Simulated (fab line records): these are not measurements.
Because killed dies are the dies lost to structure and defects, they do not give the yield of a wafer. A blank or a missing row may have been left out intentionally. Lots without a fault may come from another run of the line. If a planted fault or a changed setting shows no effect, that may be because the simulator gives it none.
fab line records ; flow n5_finfet
record lots=6; wafers=18; last_day=17
route steps=1938 shown WELL_APT@20 PMOS_HMC_CHANNEL_EPI@57 BEOL_M4@1111
lots that met no fault: from a run of the same line without faults
start_h: the number of hours between the record's first day and the start of the first shown wafer of the lot ; wait_h: hours since the lot's step before ; " as in the row above ; L1.1+2: a row that stands for several wafers ; - either no value or no given start ; * or withheld: withheld ; < > ~ a bound
route shown NAME@n: a module of which the file shows steps, and the number in the route of the first ; usual: mean/standard deviation taken from wafers without a fault ; same: alike in all rows ; chamber/n: place in a boat ; sites: the reading at each site ; _std_site: the standard deviation of these ; _edge_site: inner sites' mean taken away from outer sites' mean ; radius_mm: for every site, how far away it sits from the centre of the wafer ; mask NAME#n: copy n ; behind: the most recent tool/chamber to have shaped the wafer ; hold: why the lot was held/for how many hours/how that ended ; device: names the non-switching transistor (n, p or np) ; end of line: the tests these same wafers got at the end of their route ; a step given without rows: its recipe and nothing more ; killed: count of dies lost to structure and defects at first sort (not the wafer's yield) ; map: a wafer's dies, marking killed ones x, the rest . and places with no die _
set.NAME: the setting that was run; set.NAME@STEP: the one run at that earlier step ; model.NAME: the simulator's own value behind a step, which no gauge read
lots at selected steps of the route; one table per step, one row per wafer
services: the hour from which a tool's chamber was out of use, counted from the record's first day as start_h (under 0 if before that day), plus the number of hours and why
## steps
# step N5_WELL_APT_HMDS_01
# recipe time_s=60; temp_c=120
# step N5_WELL_APT_COAT_02
# recipe spin_rpm=1357; resist_thk_nm=950
# step N5_WELL_APT_EBR_04
# recipe solvent=PGMEA; ebr_width_mm=1.5
# step N5_WELL_APT_SOFTBAKE_03
# recipe temp_c=130; time_s=60
# step N5_WELL_APT_EXPOSE_05
# recipe mask_id=NWELL; na=0.8; source_shape=conventional; sigma_outer=0.8; polarization=unpolarized; defocus_nm=0; target_cd_nm=200; dose_mj=20.3
# step N5_WELL_APT_PEB_06
# recipe peb_temp_c=130; peb_time_s=90
# step N5_WELL_APT_DEVELOP_07
# recipe develop_time_s=45; rinse_liquid=surfactant_rinse; dry=air_spin; dev_temp_c=21
# step N5_WELL_APT_HARDBAKE_12
# recipe temp_c=130; time_s=120
# step N5_WELL_APT_CD_MEAS_08
# recipe target_cd_nm=200; landing_energy_ev=500; detector=se_inlens
# usual cd_nm=200.8/1.8
lot.wafer;tool;chamber;start_h;wait_h;cd_nm
L162.3;cd_sem-02;0;49.69;-;200.4
L162.5;cd_sem-02;0;49.69;-;199.9
L162.6;cd_sem-02;0;49.69;-;204.7
L164.4;cd_sem-02;0;61.81;-;199.6
L164.5;cd_sem-02;0;61.81;-;199.5
L164.6;cd_sem-02;0;61.81;-;199.4
L168.1;cd_sem-01;0;85.81;-;199.3
L168.4;cd_sem-01;0;85.81;-;202.3
L168.6;cd_sem-01;0;85.81;-;198.5
L170.2;cd_sem-02;0;97.70;-;201.5
L170.4;cd_sem-02;0;97.70;-;201.5
L170.6;cd_sem-02;0;97.70;-;201.8
L171.2;cd_sem-01;0;103.85;-;198.6
L171.3;cd_sem-01;0;103.85;-;198.4
L171.4;cd_sem-01;0;103.85;-;197.3
L179.2;cd_sem-02;0;151.57;-;198.6
L179.4;cd_sem-02;0;151.57;-;202.9
L179.6;cd_sem-02;0;151.57;-;201.5
# step N5_WELL_APT_OVL_MEAS_09
# recipe points_per_wafer=44
# usual NWELL_OVL=3/6.5
lot.wafer;tool;chamber;start_h;wait_h;NWELL_OVL[nm]
L162.3;overlay-01;0;49.72;0.0;13
L162.5;overlay-01;0;49.72;0.0;6
L162.6;overlay-01;0;49.72;0.0;8
L164.4;overlay-02;0;61.84;0.0;2
L164.5;overlay-02;0;61.84;0.0;6
L164.6;overlay-02;0;61.84;0.0;-5
L168.1;overlay-01;0;85.84;0.0;2
L168.4;overlay-01;0;85.84;0.0;10
L168.6;overlay-01;0;85.84;0.0;17
L170.2;overlay-02;0;97.73;0.0;4
L170.4;overlay-02;0;97.73;0.0;15
L170.6;overlay-02;0;97.73;0.0;21
L171.2;overlay-01;0;103.88;0.0;3
L171.3;overlay-01;0;103.88;0.0;-4
L171.4;overlay-01;0;103.88;0.0;-1
L179.2;overlay-01;0;151.60;0.0;-2
L179.4;overlay-01;0;151.60;0.0;-2
L179.6;overlay-01;0;151.60;0.0;-12
# step N5_WELL_APT_INSPECT_10
# recipe mode=adi; inspect_instrument=macro
# usual raw_defect_count=2.2/1.6
lot.wafer;tool;chamber;start_h;wait_h;raw_defect_count
L162.3;defect_inspect-01;-;49.75;0.0;1
L162.5;defect_inspect-01;-;49.75;0.0;1
L162.6;defect_inspect-01;-;49.75;0.0;3
L164.4;defect_inspect-02;-;61.87;0.0;2
L164.5;defect_inspect-02;-;61.87;0.0;3
L164.6;defect_inspect-02;-;61.87;0.0;3
L168.1;defect_inspect-02;-;85.86;0.0;4
L168.4;defect_inspect-02;-;85.86;0.0;2
L168.6;defect_inspect-02;-;85.86;0.0;5
L170.2;defect_inspect-02;-;97.75;0.0;4
L170.4;defect_inspect-02;-;97.75;0.0;4
L170.6;defect_inspect-02;-;97.75;0.0;4
L171.2;defect_inspect-01;-;103.90;0.0;3
L171.3;defect_inspect-01;-;103.90;0.0;5
L171.4;defect_inspect-01;-;103.90;0.0;2
L179.2;defect_inspect-02;-;151.63;0.0;0
L179.4;defect_inspect-02;-;151.63;0.0;0
L179.6;defect_inspect-02;-;151.63;0.0;0
# step N5_WELL_APT_DESCUM_13
# recipe chemistry=O2; time_s=7.9; source_power_w=50; bias_power_w=20; pressure_mtorr=20; rf_frequency_hz=2.712e+07; temp_c=40; o2_flow_sccm=225
# usual drypump_motor_current_A=5.8/0.49; oes_product_au=0.80/0.071; rf_vpp_V=243.9/1.2; showerhead_plenum_p_Torr=2.14/0.05; throttle_valve_pct=20.50/0.26
lot.wafer;tool;chamber;start_h;wait_h;drypump_motor_current_A;oes_product_au;rf_hours_counter_h;rf_vpp_V;showerhead_plenum_p_Torr;throttle_valve_pct
L162.3;rie_diel-05;2;49.95;0.2;4.9;0.77;143;244.5;2.19;20.10
L162.5;rie_diel-05;0;49.95;0.2;5.5;0.83;-;242.8;2.13;20.64
L162.6;rie_diel-05;1;49.95;0.2;6.2;0.90;-;243.4;2.14;20.55
L164.4;rie_diel-02;2;62.53;0.7;5.1;0.74;154;242.3;2.11;20.93
L164.5;rie_diel-02;2;62.53;0.7;5.1;0.73;-;242.4;2.11;20.92
L164.6;rie_diel-02;1;62.53;0.7;6.3;0.72;-;243.5;2.07;20.14
L168.1;rie_diel-02;2;85.90;0.0;5.1;0.73;163;244.0;2.11;20.94
L168.4;rie_diel-02;1;85.90;0.0;6.3;0.72;198;242.4;2.06;20.16
L168.6;rie_diel-02;3;85.90;0.0;5.8;0.78;-;243.2;2.11;20.70
L170.2;rie_diel-02;3;97.79;0.0;5.9;0.77;98;243.2;2.11;20.71
L170.4;rie_diel-02;0;97.79;0.0;6.5;0.90;32;246.6;2.21;20.31
L170.6;rie_diel-02;1;97.79;0.0;6.3;0.71;-;243.9;2.06;20.16
L171.2;rie_diel-05;2;103.97;0.1;4.9;0.76;159;244.4;2.18;20.12
L171.3;rie_diel-05;1;103.97;0.1;6.2;0.87;54;243.7;2.13;20.57
L171.4;rie_diel-05;3;103.97;0.1;5.5;0.85;63;245.6;2.24;20.33
L179.2;rie_diel-06;0;151.66;0.0;6.4;0.71;189;242.8;2.09;20.86
L179.4;rie_diel-06;3;151.66;0.0;5.7;0.84;79;242.1;2.13;20.61
L179.6;rie_diel-06;3;151.66;0.0;5.7;0.84;-;244.0;2.13;20.59
# step N5_WELL_APT_IMPLANT_14
# recipe species=P; energy_kev=160; dose_cm2=1.5e+13; tilt_deg=0; rotation_deg=0
# usual dose_ions_cm2=1.4995e+13/1.7e+10; faraday_current_uA=190/4.4; rotation_deg=-0.001/0.018
lot.wafer;tool;chamber;start_h;wait_h;dose_ions_cm2;faraday_current_uA;rotation_deg
L162.3;implanter-02;0;50.11;0.1;1.4982e+13;193;-0.019
L162.5;implanter-02;0;50.11;0.1;1.5015e+13;190;-0.030
L162.6;implanter-02;0;50.11;0.1;1.5001e+13;189;-0.004
L164.4;implanter-02;0;62.72;0.2;1.4998e+13;188;0.023
L164.5;implanter-02;0;62.72;0.2;1.5011e+13;186;-0.028
L164.6;implanter-02;0;62.72;0.2;1.5002e+13;192;-0.009
L168.1;implanter-02;0;85.99;0.1;1.4994e+13;195;0.022
L168.4;implanter-02;0;85.99;0.1;1.4985e+13;193;0.010
L168.6;implanter-02;0;85.99;0.1;1.4998e+13;181;0.004
L170.2;implanter-02;0;97.91;0.1;1.3497e+13;176;0.011
L170.4;implanter-02;0;97.91;0.1;1.3492e+13;164;0.019
L170.6;implanter-02;0;97.91;0.1;1.349e+13;177;0.009
L171.2;implanter-02;0;104.10;0.1;1.3523e+13;170;-0.003
L171.3;implanter-02;0;104.10;0.1;1.3526e+13;172;0.011
L171.4;implanter-02;0;104.10;0.1;1.3503e+13;168;-0.012
L179.2;implanter-01;0;151.79;0.1;1.5012e+13;196;-0.009
L179.4;implanter-01;0;151.79;0.1;1.5024e+13;192;0.007
L179.6;implanter-01;0;151.79;0.1;1.4989e+13;181;-0.014
# step N5_WELL_APT_IMPLANT_15
# recipe species=As; energy_kev=25; dose_cm2=1.5e+13; tilt_deg=0; rotation_deg=0
# step N5_WELL_APT_STRIP_16
# recipe chemistry=SPM; time_s=900; temp_c=130; h2so4_h2o2_vol_ratio=4; dry=ipa_marangoni
# step N5_WELL_APT_HMDS_18
# recipe time_s=60; temp_c=120
# step N5_WELL_APT_COAT_19
# recipe spin_rpm=1357; resist_thk_nm=950
# step N5_WELL_APT_EBR_21
# recipe solvent=PGMEA; ebr_width_mm=1.5
# step N5_WELL_APT_SOFTBAKE_20
# recipe temp_c=130; time_s=60
# step N5_WELL_APT_EXPOSE_22
# recipe mask_id=PWELL; na=0.8; source_shape=conventional; sigma_outer=0.8; polarization=unpolarized; defocus_nm=0; target_cd_nm=200; dose_mj=23.2
# step N5_WELL_APT_PEB_23
# recipe peb_temp_c=130; peb_time_s=90
# step N5_WELL_APT_DEVELOP_24
# recipe develop_time_s=45; rinse_liquid=surfactant_rinse; dry=air_spin; dev_temp_c=21
# step N5_WELL_APT_HARDBAKE_29
# recipe temp_c=130; time_s=120
# step N5_WELL_APT_CD_MEAS_25
# recipe target_cd_nm=200; landing_energy_ev=500; detector=se_inlens
# usual cd_nm=199.1/2.2
lot.wafer;tool;chamber;start_h;wait_h;cd_nm
L162.3;cd_sem-01;0;51.11;-;198.2
L162.5;cd_sem-01;0;51.11;-;203.1
L162.6;cd_sem-01;0;51.11;-;198.3
L164.4;cd_sem-02;0;63.83;-;197.9
L164.5;cd_sem-02;0;63.83;-;199.0
L164.6;cd_sem-02;0;63.83;-;200.6
L168.1;cd_sem-02;0;87.06;-;198.9
L168.4;cd_sem-02;0;87.06;-;200.9
L168.6;cd_sem-02;0;87.06;-;198.9
L170.2;cd_sem-01;0;98.95;-;196.6
L170.4;cd_sem-01;0;98.95;-;194.3
L170.6;cd_sem-01;0;98.95;-;194.7
L171.2;cd_sem-01;0;105.14;-;199.1
L171.3;cd_sem-01;0;105.14;-;199.2
L171.4;cd_sem-01;0;105.14;-;200.1
L179.2;cd_sem-02;0;152.82;-;199.9
L179.4;cd_sem-02;0;152.82;-;196.9
L179.6;cd_sem-02;0;152.82;-;200.7
# step N5_WELL_APT_OVL_MEAS_26
# recipe points_per_wafer=44
# usual PWELL_OVL=0/5.7
lot.wafer;tool;chamber;start_h;wait_h;PWELL_OVL[nm]
L162.3;overlay-01;0;51.14;0.0;-3
L162.5;overlay-01;0;51.14;0.0;-2
L162.6;overlay-01;0;51.14;0.0;-3
L164.4;overlay-01;0;63.85;0.0;0
L164.5;overlay-01;0;63.85;0.0;-3
L164.6;overlay-01;0;63.85;0.0;-6
L168.1;overlay-02;0;87.09;0.0;10
L168.4;overlay-02;0;87.09;0.0;2
L168.6;overlay-02;0;87.09;0.0;2
L170.2;overlay-01;0;98.98;0.0;1
L170.4;overlay-01;0;98.98;0.0;2
L170.6;overlay-01;0;98.98;0.0;1
L171.2;overlay-01;0;105.17;0.0;2
L171.3;overlay-01;0;105.17;0.0;-3
L171.4;overlay-01;0;105.17;0.0;-2
L179.2;overlay-01;0;152.85;0.0;2
L179.4;overlay-01;0;152.85;0.0;1
L179.6;overlay-01;0;152.85;0.0;-3
# step N5_WELL_APT_INSPECT_27
# recipe mode=adi; inspect_instrument=macro
# usual raw_defect_count=1.9/1.4
lot.wafer;tool;chamber;start_h;wait_h;raw_defect_count
L162.3;defect_inspect-02;-;51.16;0.0;2
L162.5;defect_inspect-02;-;51.16;0.0;1
L162.6;defect_inspect-02;-;51.16;0.0;5
L164.4;defect_inspect-01;-;64.03;0.2;2
L164.5;defect_inspect-01;-;64.03;0.2;2
L164.6;defect_inspect-01;-;64.03;0.2;2
L168.1;defect_inspect-02;-;87.11;0.0;1
L168.4;defect_inspect-02;-;87.11;0.0;2
L168.6;defect_inspect-02;-;87.11;0.0;1
L170.2;defect_inspect-01;-;99.00;0.0;2
L170.4;defect_inspect-01;-;99.00;0.0;1
L170.6;defect_inspect-01;-;99.00;0.0;1
L171.2;defect_inspect-01;-;105.19;0.0;5
L171.3;defect_inspect-01;-;105.19;0.0;2
L171.4;defect_inspect-01;-;105.19;0.0;3
L179.2;defect_inspect-01;-;152.87;0.0;3
L179.4;defect_inspect-01;-;152.87;0.0;3
L179.6;defect_inspect-01;-;152.87;0.0;2
# step N5_WELL_APT_DESCUM_30
# recipe chemistry=O2; time_s=7.9; source_power_w=50; bias_power_w=20; pressure_mtorr=20; rf_frequency_hz=2.712e+07; temp_c=40; o2_flow_sccm=225
# usual drypump_motor_current_A=5.8/0.5; oes_product_au=0.80/0.069; rf_vpp_V=243.9/1.1; showerhead_plenum_p_Torr=2.14/0.049; throttle_valve_pct=20.49/0.26
lot.wafer;tool;chamber;start_h;wait_h;drypump_motor_current_A;oes_product_au;rf_hours_counter_h;rf_vpp_V;showerhead_plenum_p_Torr;throttle_valve_pct
L162.3;rie_diel-02;1;51.19;0.0;6.3;0.72;185;242.2;2.07;20.13
L162.5;rie_diel-02;3;51.19;0.0;5.9;0.80;-;243.1;2.12;20.67
L162.6;rie_diel-02;0;51.19;0.0;6.5;0.93;-;244.2;2.21;20.29
L164.4;rie_diel-05;3;64.15;0.1;5.5;0.87;51;245.5;2.24;20.32
L164.5;rie_diel-05;0;64.15;0.1;5.5;0.82;-;242.6;2.12;20.64
L164.6;rie_diel-05;1;64.15;0.1;6.2;0.89;-;243.7;2.14;20.58
L168.1;rie_diel-06;1;87.15;0.0;5.7;0.71;171;243.4;2.18;20.57
L168.4;rie_diel-06;0;87.15;0.0;6.4;0.73;166;244.0;2.10;20.83
L168.6;rie_diel-06;1;87.15;0.0;5.7;0.72;-;245.3;2.18;20.58
L170.2;rie_diel-05;3;99.04;0.0;5.4;0.85;62;244.6;2.24;20.35
L170.4;rie_diel-05;0;99.04;0.0;5.5;0.82;89;244.3;2.12;20.66
L170.6;rie_diel-05;1;99.04;0.0;6.2;0.88;-;244.2;2.13;20.56
L171.2;rie_diel-06;2;105.23;0.0;5.5;0.81;86;243.7;2.10;20.21
L171.3;rie_diel-06;0;105.23;0.0;6.4;0.72;174;242.2;2.09;20.85
L171.4;rie_diel-06;3;105.23;0.0;5.7;0.85;62;242.9;2.13;20.58
L179.2;rie_diel-06;1;152.94;0.1;5.7;0.70;196;244.2;2.18;20.61
L179.4;rie_diel-06;2;152.94;0.1;5.5;0.79;105;244.2;2.10;20.25
L179.6;rie_diel-06;3;152.94;0.1;5.7;0.83;-;243.2;2.13;20.61
# step N5_WELL_APT_IMPLANT_31
# recipe species=B; energy_kev=60; dose_cm2=1.5e+13; tilt_deg=0; rotation_deg=0
# step N5_WELL_APT_IMPLANT_32
# recipe species=BF2; energy_kev=50; dose_cm2=2e+13; tilt_deg=0; rotation_deg=0
# step N5_WELL_APT_STRIP_33
# recipe chemistry=SPM; time_s=900; temp_c=130; h2so4_h2o2_vol_ratio=4; dry=ipa_marangoni
# step N5_WELL_APT_RTA_34
# recipe temp_c=1000; time_s=10; ambient=N2; idle_temp_c=600; ramp_up_c_per_s=150; ramp_down_c_per_s=60; cool_to_c=600
# usual lamp_power_pct=13.00/0.052; lamp_zone_2_pct=13.00/0.031; wafer_temp_C_max=1003.7/1.1
lot.wafer;tool;chamber;start_h;wait_h;lamp_power_pct;lamp_zone_2_pct;wafer_temp_C_max
L162.3;rtp_anneal-02;0;51.99;0.1;13.09;13.01;1002.5
L162.5;rtp_anneal-02;0;51.99;0.1;12.95;12.98;1004.7
L162.6;rtp_anneal-02;0;51.99;0.1;13.00;13.01;1002.5
L164.4;rtp_anneal-01;0;64.98;0.1;13.05;13.00;1003.4
L164.5;rtp_anneal-01;0;64.98;0.1;13.02;13.00;1003.2
L164.6;rtp_anneal-01;0;64.98;0.1;12.94;13.02;1003.1
L168.1;rtp_anneal-02;0;88.16;0.3;13.00;13.03;1003.3
L168.4;rtp_anneal-02;0;88.16;0.3;13.02;13.00;1004.4
L168.6;rtp_anneal-02;0;88.16;0.3;13.05;12.97;1003.1
L170.2;rtp_anneal-02;0;99.82;0.0;12.95;12.88;1002.6
L170.4;rtp_anneal-02;0;99.82;0.0;13.01;13.06;1001.6
L170.6;rtp_anneal-02;0;99.82;0.0;13.06;13.04;1003.9
L171.2;rtp_anneal-01;0;106.03;0.1;13.05;12.97;1004.9
L171.3;rtp_anneal-01;0;106.03;0.1;12.98;12.94;1004.5
L171.4;rtp_anneal-01;0;106.03;0.1;12.95;12.98;1004.2
L179.2;rtp_anneal-02;0;153.72;0.0;12.95;13.01;1003.6
L179.4;rtp_anneal-02;0;153.72;0.0;13.02;12.99;1002.5
L179.6;rtp_anneal-02;0;153.72;0.0;12.98;12.98;1002.6
# step N5_WELL_APT_OXIDE_STRIP_42
# recipe chemistry=dHF; dilution=25:1; time_s=45; temp_c=25; target=SiO2; target_depth_a=120
# step N5_WELL_APT_PRECLEAN_36
# recipe chemistry=O3/DIW; time_s=45; temp_c=22; o3_ppm=10
# step N5_WELL_APT_PRECLEAN_39
# recipe chemistry=dHF; time_s=60; dilution=150:1; temp_c=25
# step N5_WELL_APT_SRD_37
# recipe dry=ipa_marangoni; do_ppb=5; time_s=30; temp_c=23; rinse_liquid=diw
# step N5_WELL_APT_EPI_41
# recipe material=Si; target_thk_a=500; temp_c=650; precursor=SiH4/H2; pressure_torr=20; time_s=297.7
# usual lamp_inner_pct=15.3/1.9; throttle_valve_pct=11.4/0.35
lot.wafer;tool;chamber;start_h;wait_h;lamp_inner_pct;throttle_valve_pct
L162.3;epi_rpcvd-01;0;52.39;0.2;12.3;12.0
L162.5;epi_rpcvd-01;0;52.39;0.2;12.3;12.0
L162.6;epi_rpcvd-01;0;52.39;0.2;12.4;11.7
L164.4;epi_rpcvd-01;0;65.46;0.3;12.4;11.8
L164.5;epi_rpcvd-01;0;65.46;0.3;12.5;11.8
L164.6;epi_rpcvd-01;0;65.46;0.3;12.3;12.1
L168.1;epi_rpcvd-01;0;88.40;0.0;12.4;12.1
L168.4;epi_rpcvd-01;0;88.40;0.0;12.5;12.1
L168.6;epi_rpcvd-01;0;88.40;0.0;12.4;11.9
L170.2;epi_rpcvd-02;0;100.15;0.1;15.3;11.1
L170.4;epi_rpcvd-02;0;100.15;0.1;15.1;11.1
L170.6;epi_rpcvd-02;0;100.15;0.1;15.3;11.2
L171.2;epi_rpcvd-04;0;106.35;0.1;17.5;10.9
L171.3;epi_rpcvd-04;0;106.35;0.1;17.0;11.3
L171.4;epi_rpcvd-04;0;106.35;0.1;17.1;11.1
L179.2;epi_rpcvd-01;0;154.04;0.1;12.2;11.8
L179.4;epi_rpcvd-01;0;154.04;0.1;12.5;11.8
L179.6;epi_rpcvd-01;0;154.04;0.1;12.5;12.1
# step N5_WELL_APT_INSPECT_38
# recipe inspect_instrument=darkfield; mode=post_epi
# usual raw_defect_count=13/5.6
lot.wafer;tool;chamber;start_h;wait_h;raw_defect_count
L162.3;defect_inspect-02;-;52.83;0.3;8
L162.5;defect_inspect-02;-;52.83;0.3;12
L162.6;defect_inspect-02;-;52.83;0.3;8
L164.4;defect_inspect-01;-;65.80;0.2;20
L164.5;defect_inspect-01;-;65.80;0.2;10
L164.6;defect_inspect-01;-;65.80;0.2;17
L168.1;defect_inspect-01;-;89.04;0.5;10
L168.4;defect_inspect-01;-;89.04;0.5;10
L168.6;defect_inspect-01;-;89.04;0.5;25
L170.2;defect_inspect-01;-;100.69;0.4;12
L170.4;defect_inspect-01;-;100.69;0.4;17
L170.6;defect_inspect-01;-;100.69;0.4;13
L171.2;defect_inspect-02;-;106.89;0.4;7
L171.3;defect_inspect-02;-;106.89;0.4;8
L171.4;defect_inspect-02;-;106.89;0.4;12
L179.2;defect_inspect-02;-;154.59;0.5;7
L179.4;defect_inspect-02;-;154.59;0.5;16
L179.6;defect_inspect-02;-;154.59;0.5;10
# step N5_PMOS_HMC_CHANNEL_EPI_HM_DEP_34
# recipe material=SiO2; target_thk_a=360; temp_c=400; precursor=TEOS/O2; pressure_torr=6.5; rf_w=900; teos_flow_sccm=161.4; gas=O2; flow_sccm=2650; time_s=6.9
# usual heater_power_w=563/100; showerhead_plenum_p_Torr=8.327/0.019; throttle_valve_pct=18.4/0.87
lot.wafer;tool;chamber;start_h;wait_h;heater_power_w;showerhead_plenum_p_Torr;throttle_valve_pct
L162.3;pecvd-02;1;52.87;0.0;558;8.323;19.7
L162.5;pecvd-02;0;52.87;0.0;475;8.342;18.1
L162.6;pecvd-02;2;52.87;0.0;486;8.295;16.9
L164.4;pecvd-03;0;65.85;0.0;525;8.359;18.4
L164.5;pecvd-03;2;65.85;0.0;421;8.350;18.6
L164.6;pecvd-03;1;65.85;0.0;719;8.302;17.3
L168.1;pecvd-02;0;89.07;0.0;530;8.328;18.3
L168.4;pecvd-02;0;89.07;0.0;538;8.336;18.1
L168.6;pecvd-02;1;89.07;0.0;548;8.351;19.4
L170.2;pecvd-04;1;100.72;0.0;668;8.321;19.7
L170.4;pecvd-04;2;100.72;0.0;758;8.367;18.2
L170.6;pecvd-04;0;100.72;0.0;575;8.296;19.8
L171.2;pecvd-02;1;106.92;0.0;527;8.331;19.7
L171.3;pecvd-02;2;106.92;0.0;504;8.311;17.1
L171.4;pecvd-02;0;106.92;0.0;606;8.327;18.2
L179.2;pecvd-02;0;154.63;0.0;546;8.309;18.4
L179.4;pecvd-02;1;154.63;0.0;492;8.366;19.4
L179.6;pecvd-02;2;154.63;0.0;524;8.307;17.5
# step N5_PMOS_HMC_CHANNEL_EPI_COAT_31
# recipe resist=BARC; temp_c=205; time_s=60; spin_rpm=1500; resist_thk_nm=66
# step N5_PMOS_HMC_CHANNEL_EPI_COAT_03
# recipe resist=CAR-ArF-block; spin_rpm=1500; resist_thk_nm=205
# step N5_PMOS_HMC_CHANNEL_EPI_EBR_05
# recipe solvent=PGMEA; ebr_width_mm=1.5
# step N5_PMOS_HMC_CHANNEL_EPI_SOFTBAKE_04
# recipe temp_c=110; time_s=60; resist=CAR-ArF-block
# step N5_BEOL_M4_RC_MEAS_101
# usual DIBL_N=35.9/1.6; DIBL_P=35.6/2.1; IOFF_N=0.149/0.029; IOFF_P=0.20/0.033; ION_N=671/11; ION_P=460/7.3; RS_NWELL=1038/5.8; SS_N=71.4/0.62; SS_P=73.2/0.65; VT_N=251/3.1; VT_P=-251/3.4
lot.wafer;tool;chamber;start_h;wait_h;DIBL_N[mV/V];DIBL_P[mV/V];IOFF_N[nA/um];IOFF_P[nA/um];ION_N[uA/um];ION_P[uA/um];RS_NWELL[ohm/sq];SS_N[mV/dec];SS_P[mV/dec];VT_N[mV];VT_P[mV]
L162.3;prober-02;0;196.74;0.3;37.5;39.0;0.177;0.21;681;461;1047;72.7;73.1;247;-252
L162.5;prober-02;0;196.74;0.3;35.6;35.5;0.142;0.16;677;457;1045;72.2;72.7;252;-254
L162.6;prober-02;0;196.74;0.3;34.6;35.0;0.118;0.15;656;447;1039;71.7;72.6;253;-259
L164.4;prober-01;0;209.50;0.5;38.4;40.8;0.194;0.27;684;474;1036;72.3;74.1;249;-245
L164.5;prober-01;0;209.50;0.5;37.5;40.9;0.187;0.27;691;475;1040;71.2;74.5;246;-245
L164.6;prober-01;0;209.50;0.5;37.2;39.6;0.186;0.25;692;475;1041;71.2;74.3;248;-247
L168.1;prober-02;0;233.55;0.0;37.7;37.6;0.173;0.20;676;452;1027;72.1;73.4;250;-253
L168.4;prober-02;0;233.55;0.0;35.5;35.1;0.132;0.16;651;448;1041;70.6;72.9;254;-258
L168.6;prober-02;0;233.55;0.0;36.4;36.5;0.149;0.19;669;456;1031;71.3;73.9;252;-254
L170.2;prober-02;0;254.39;0.2;35.6;36.1;0.141;0.19;671;457;1102;71.3;73.5;253;-251
L170.4;prober-02;0;254.39;0.2;39.2;39.5;0.203;0.25;683;461;1111;72.8;74.5;250;-250
L170.6;prober-02;0;254.39;0.2;35.9;36.3;0.152;0.20;669;465;1101;71.5;73.1;251;-251
L171.2;prober-01;0;257.49;0.2;38.9;37.7;0.172;0.21;681;459;1097;72.8;74.3;249;-253
L171.3;prober-01;0;257.49;0.2;35.9;35.4;0.135;0.18;668;458;1107;71.1;74.0;251;-253
L171.4;prober-01;0;257.49;0.2;35.8;36.1;0.137;0.18;680;466;1100;71.0;73.4;253;-252
L179.2;prober-02;0;303.91;0.2;39.4;39.3;0.237;0.26;691;466;1035;73.0;74.6;247;-247
L179.4;prober-02;0;303.91;0.2;33.0;32.5;0.124;0.16;677;458;1030;70.6;72.5;251;-251
L179.6;prober-02;0;303.91;0.2;36.5;35.8;0.169;0.20;688;464;1041;71.6;73.4;249;-251
## services
tool;chamber;start_h;hours;kind
pecvd-03;0;37.29;2.1;scheduled_down
rie_diel-02;-;41.23;0.6;repair
pecvd-04;1;45.98;5.5;scheduled_down
pecvd-04;-;58.87;0.2;repair
rie_diel-02;0;64.99;3.1;repair
rie_diel-06;3;91.74;2.4;repair
pecvd-03;1;99.02;4.0;repair
pecvd-02;1;104.67;2.1;scheduled_down
implanter-01;-;106.69;1.1;repair
pecvd-03;0;111.94;5.5;scheduled_down
pecvd-02;2;125.79;2.1;scheduled_down
pecvd-04;-;129.76;2.1;repair
pecvd-04;-;134.06;2.2;repair
## key
first_sign step=N5_WELL_APT_IMPLANT_14; reading=dose_ions_cm2; direction=down; sigmas=88; usual=1.4995e+13; struck=1.3505e+13
effect step=N5_WELL_APT_IMPLANT_14; reading=faraday_current_uA; direction=down; sigmas=4.2; usual=190; struck=171
effect step=N5_BEOL_M4_RC_MEAS_101; reading=RS_NWELL; direction=up; sigmas=11; usual=1038; struck=1103
met_at N5_WELL_APT_IMPLANT_14
struck_wafers L170.2,L170.4,L170.6,L171.2,L171.3,L171.4
onset_between 85.99 97.91
fault kind=process_parameter_drift; tool=implanter-02; chamber=-; onset_h=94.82; steps=N5_WELL_APT_IMPLANT_14; channel=dose_cm2; offset=-1.488e+12; shape=step; end_h=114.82; acts_in=these_recipes_only; stated=1.5e+13
